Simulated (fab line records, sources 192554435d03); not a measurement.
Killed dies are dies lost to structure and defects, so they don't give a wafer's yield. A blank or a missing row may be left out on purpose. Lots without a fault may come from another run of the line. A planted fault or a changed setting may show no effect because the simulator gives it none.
fab line records | flow n5_finfet | part 2 of 2: steps 19 to 25 of 25
record lots=5 wafers=15 last_day=17
route steps=1938 shown BEOL_M3@948
lots that met no fault: from a run of the same line without faults
start_h: hours from the record's first day to the start of the lot's first wafer shown | wait_h: hours since the lot's step before | " the same as in the row above | L1.1+2: a row that stands for several wafers | - no value, or no start given | * or withheld: withheld | < > ~ a bound
route shown NAME@n: a module of which the file shows steps, and the number in the route of the first | usual: mean/standard deviation of fault-free wafers | same: alike in all rows | chamber/n: place in a boat | sites: the reading at each site | _std_site: their standard deviation | _edge_site: outer sites' mean less inner sites' | radius_mm: how far each site lies from the wafer's centre | mask NAME#n: copy n | behind: the tool/chamber that last shaped the wafer | hold: why the lot was held/for how many hours/how that ended | device: the transistor (n, p or np) that didn't switch | end of line: the same wafers' tests at the end of the route | a step without rows: its recipe alone | killed: dies lost to structure and defects at the first sort, not the wafer's yield | map: a wafer's dies, x killed, . not, _ none there
set.NAME: the setting as run; set.NAME@STEP: as run at that earlier step | model.NAME: the simulator's own value behind a step, which no gauge read
lots at some steps of the route; a table a step, a row a wafer
services: from which hour (start_h, from the record's first day; less than 0 if before it) a tool's chamber was out of use, for how many hours, and why
## steps
# step N5_BEOL_M3_CD_MEAS_28
# recipe target_cd_nm=25.7 landing_energy_ev=500 detector=se_inlens target_cd_y_nm=23.3 polarity=opening
# usual cd_nm=25.71/0.24
# columns lot.wafer tool chamber start_h wait_h cd_nm
L075.2 cd_sem-01 0 152.41 - 25.20
L075.4 " 0 " " 25.84
L075.5 " 0 " " 25.34
L090.1 cd_sem-01 0 245.01 - 25.58
L090.2 " 0 " " 25.77
L090.6 " 0 " " 25.53
L091.1 cd_sem-01 0 249.70 - 26.21
L091.3 " 0 " " 25.67
L091.5 " 0 " " 25.91
L094.2 cd_sem-03 0 270.27 - 25.54
L094.5 " 0 " " 25.55
L094.6 " 0 " " 25.80
L093.2 cd_sem-02 0 270.83 - 25.99
L093.3 " 0 " " 25.45
L093.5 " 0 " " 25.23
# step N5_BEOL_M3_OVL_MEAS_29
# recipe points_per_wafer=522
# usual V2_OVL=0.5/0.61
# columns lot.wafer tool chamber start_h wait_h V2_OVL[nm]
L075.2 overlay-01 0 152.44 0.0 1.0
L075.4 " 0 " " 0.4
L075.5 " 0 " " -0.2
L090.1 overlay-02 0 245.04 0.0 -0.5
L090.2 " 0 " " 0.0
L090.6 " 0 " " -0.6
L091.1 overlay-01 0 249.73 0.0 0.1
L091.3 " 0 " " -0.5
L091.5 " 0 " " 0.2
L094.2 overlay-02 0 270.31 0.0 -0.2
L094.5 " 0 " " 0.7
L094.6 " 0 " " 0.6
L093.2 overlay-01 0 270.87 0.0 0.8
L093.3 " 0 " " 0.5
L093.5 " 0 " " 0.3
# step N5_BEOL_M3_INSPECT_30
# recipe mode=adi inspect_instrument=brightfield
# usual raw_defect_count=415/83
# columns lot.wafer tool chamber start_h wait_h raw_defect_count
L075.2 defect_inspect-02 - 152.50 0.0 492
L075.4 " - " " 429
L075.5 " - " " 501
L090.1 defect_inspect-02 - 245.10 0.1 257
L090.2 " - " " 312
L090.6 " - " " 297
L091.1 defect_inspect-02 - 249.79 0.1 393
L091.3 " - " " 350
L091.5 " - " " 320
L094.2 defect_inspect-02 - 270.36 0.0 358
L094.5 " - " " 495
L094.6 " - " " 472
L093.2 defect_inspect-02 - 270.92 0.0 266
L093.3 " - " " 354
L093.5 " - " " 378
# step N5_BEOL_M3_DESCUM_33
# recipe chemistry=O2 time_s=7 source_power_w=50 bias_power_w=20 pressure_mtorr=20 rf_frequency_hz=2.712e+07 temp_c=40 resist=CAR-EUV o2_flow_sccm=225
# usual drypump_motor_current_A=5.9/0.58 oes_product_au=0.78/0.099 rf_vpp_V=243.0/1.5 showerhead_plenum_p_Torr=2.10/0.082 throttle_valve_pct=20.40/0.17
# same time_s=7
# columns lot.wafer tool chamber start_h wait_h drypump_motor_current_A oes_product_au rf_hours_counter_h rf_vpp_V showerhead_plenum_p_Torr throttle_valve_pct
L075.2 rie_diel-03 1 152.64 0.1 6.1 0.75 136 243.4 2.20 20.55
L075.4 " 0 " " 5.2 0.75 156 241.2 2.01 20.27
L075.5 " 0 " " 5.2 0.74 - 241.7 2.01 20.27
L090.1 rie_diel-04 0 245.18 0.1 5.4 0.75 180 243.2 2.16 20.57
L090.2 " 3 " " 6.7 0.67 234 241.3 1.98 20.27
L090.6 " 2 " " 6.1 0.69 - 243.0 2.06 20.61
L091.1 rie_diel-03 3 249.82 0.0 6.4 0.88 35 245.7 2.23 20.13
L091.3 " 0 " " 5.1 0.73 189 241.3 2.00 20.33
L091.5 " 0 " " 5.1 0.72 - 241.1 2.00 20.32
L094.2 rie_diel-04 1 270.39 0.0 5.4 0.90 35 243.1 2.12 20.33
L094.5 " 0 " " 5.4 0.75 - 244.4 2.16 20.60
L094.6 " 3 " " 6.7 0.67 - 240.6 1.97 20.27
L093.2 rie_diel-04 0 271.05 0.1 5.3 0.74 188 244.1 2.16 20.60
L093.3 " 3 " " 6.7 0.66 242 241.5 1.97 20.28
L093.5 " 3 " " 6.7 0.66 - 240.6 1.97 20.29
# step N5_BEOL_M3_ETCH_77
# recipe chemistry=N2/H2 target=underlayer target_depth_a=65 mask_material=CAR-EUV time_s=5.2 ion_energy_ev=200 pressure_mtorr=30 source_w=840 bias_w=150 n2_flow_sccm=200 h2_flow_sccm=200 ends=cleared
# usual drypump_motor_current_A=5.9/0.59 etch_rf_on_time_s=5.17/0.075 oes_product_au=0.66/0.084 rf_vpp_V=524.0/3 showerhead_plenum_p_Torr=2.55/0.1 throttle_valve_pct=17.83/0.22
# columns lot.wafer tool chamber start_h wait_h drypump_motor_current_A etch_rf_on_time_s oes_product_au rf_hours_counter_h rf_vpp_V showerhead_plenum_p_Torr throttle_valve_pct
L075.2 rie_diel-03 1 152.67 0.0 6.1 5.26 0.62 136 529.3 2.66 17.88
L075.4 " 0 " " 5.1 5.19 0.64 156 523.0 2.43 17.65
L075.5 " 0 " " 5.1 5.25 0.62 - 519.5 2.43 17.65
L090.1 rie_diel-04 0 245.21 0.0 5.4 5.20 0.64 180 525.3 2.64 18.11
L090.2 " 3 " " 6.7 5.17 0.57 234 520.1 2.40 17.65
L090.6 " 2 " " 6.1 5.24 0.58 - 523.2 2.50 18.09
L091.1 rie_diel-03 3 249.86 0.0 6.5 5.16 0.74 35 530.9 2.69 17.49
L091.3 " 0 " " 5.1 5.17 0.61 189 518.9 2.42 17.71
L091.5 " 0 " " 5.1 5.17 0.61 - 520.9 2.42 17.75
L094.2 rie_diel-04 1 270.43 0.0 5.4 5.01 0.76 35 525.5 2.58 17.70
L094.5 " 0 " " 5.4 5.17 0.63 - 526.0 2.64 18.14
L094.6 " 3 " " 6.8 5.14 0.57 - 520.6 2.40 17.68
L093.2 rie_diel-04 0 271.09 0.0 5.3 5.20 0.64 188 526.0 2.64 18.12
L093.3 " 3 " " 6.8 5.19 0.58 242 520.1 2.40 17.70
L093.5 " 3 " " 6.7 5.19 0.58 - 520.0 2.40 17.66
# step N5_BEOL_M3_ETCH_69
# recipe chemistry=CF4 target=SiARC target_depth_a=156 mask_material=CAR-EUV time_s=26 ion_energy_ev=80 pressure_mtorr=40 source_w=545 bias_w=36 Ar_flow_sccm=100 cf4_flow_sccm=100 ends=cleared
# usual cf4_flow_sccm=100.02/0.28 drypump_motor_current_A=5.9/0.58 etch_rf_on_time_s=25.9/0.36 oes_product_au=0.66/0.085 rf_vpp_V=184.1/1.3 showerhead_plenum_p_Torr=2.15/0.079 throttle_valve_pct=15.62/0.18
# columns lot.wafer tool chamber start_h wait_h cf4_flow_sccm drypump_motor_current_A etch_rf_on_time_s oes_product_au rf_hours_counter_h rf_vpp_V showerhead_plenum_p_Torr throttle_valve_pct
L075.2 rie_diel-03 1 152.69 0.0 100.07 6.1 26.3 0.63 136 185.7 2.23 15.70
L075.4 " 0 " " 99.97 5.1 25.7 0.64 156 182.2 2.06 15.50
L075.5 " 0 " " 100.12 5.1 25.9 0.63 - 183.6 2.06 15.48
L090.1 rie_diel-04 0 245.23 0.0 100.16 5.4 25.9 0.64 180 185.1 2.22 15.80
L090.2 " 3 " " 100.26 6.7 25.9 0.57 234 183.4 2.03 15.59
L090.6 " 2 " " 100.63 6.1 26.0 0.59 - 183.4 2.11 15.85
L091.1 rie_diel-03 3 249.88 0.0 99.74 6.4 25.9 0.74 35 185.1 2.27 15.27
L091.3 " 0 " " 99.80 5.1 25.9 0.61 189 182.0 2.05 15.57
L091.5 " 0 " " 100.32 5.1 25.9 0.61 - 183.6 2.05 15.56
L094.2 rie_diel-04 1 270.45 0.0 99.90 5.4 24.8 0.76 35 183.5 2.18 15.50
L094.5 " 0 " " 99.81 5.4 25.7 0.65 - 185.0 2.22 15.82
L094.6 " 3 " " 99.75 6.7 25.6 0.57 - 182.2 2.03 15.61
L093.2 rie_diel-04 0 271.10 0.0 100.03 5.4 26.1 0.63 188 185.3 2.22 15.83
L093.3 " 3 " " 100.28 6.8 26.3 0.57 242 182.9 2.03 15.61
L093.5 " 3 " " 99.77 6.8 26.2 0.57 - 183.6 2.03 15.61
# step N5_BEOL_M3_ALD_98
# recipe material=SiO2 target_thk_a=25 temp_c=100 ald_precursor_family=BDEAS ald_co_reactant=O2-plasma pulse_time_s=1 co_reactant_pulse_time_s=1 purge_time_s=2 co_reactant_purge_time_s=2 ald_cycles=17 pressure_torr=2
# usual heater_power_w=77/5.8 precursor_pulse_height_rel=0.996/0.022
# columns lot.wafer tool chamber start_h wait_h heater_power_w precursor_pulse_height_rel
L075.2 ald_sin-03 1 152.77 0.1 78 1.018
L075.4 " 2 " " 77 0.969
L075.5 " 3 " " 89 0.977
L090.1 ald_sin-04 3 245.51 0.3 76 0.976
L090.2 " 1 " " 73 1.006
L090.6 " 0 " " 72 1.048
L091.1 ald_sin-02 3 250.21 0.3 82 1.006
L091.3 " 2 " " 73 0.982
L091.5 " 0 " " 78 0.992
L094.2 ald_sin-04 0 270.53 0.1 71 0.996
L094.5 " 3 " " 78 1.017
L094.6 " 2 " " 77 0.956
L093.2 ald_sin-02 3 271.58 0.4 83 1.004
L093.3 " 0 " " 80 0.974
L093.5 " 0 " " 80 1.018
## services
# columns tool chamber start_h hours kind
euv_scanner-01 - 130.37 4.6 pm
euv_scanner-01 - 136.30 2.4 repair
euv_scanner-02 - 144.20 1.0 pm
ald_sin-03 2 160.90 16.3 repair
rie_diel-04 0 161.53 6.6 repair
rie_diel-03 1 175.27 12.3 repair
ald_sin-04 - 177.89 14.0 pm
euv_scanner-01 - 183.56 1.0 pm
rie_diel-04 3 193.45 8.9 repair
ald_sin-04 1 194.48 2.5 repair
euv_scanner-02 - 200.35 1.0 pm
ald_sin-04 - 201.75 0.7 repair
rie_diel-04 - 211.67 2.8 pm
euv_scanner-01 - 211.95 6.2 pm
rie_diel-01 - 217.33 9.7 repair
rie_diel-04 - 217.33 2.1 repair
ald_sin-03 - 228.99 2.8 repair
rie_diel-01 - 229.97 2.8 pm
ald_sin-02 2 230.72 4.4 repair
rie_diel-04 1 239.23 6.4 repair
euv_scanner-01 - 239.71 1.0 pm
ald_sin-02 1 244.09 8.5 repair
ald_sin-02 - 255.40 2.2 repair
euv_scanner-02 - 256.50 1.0 pm
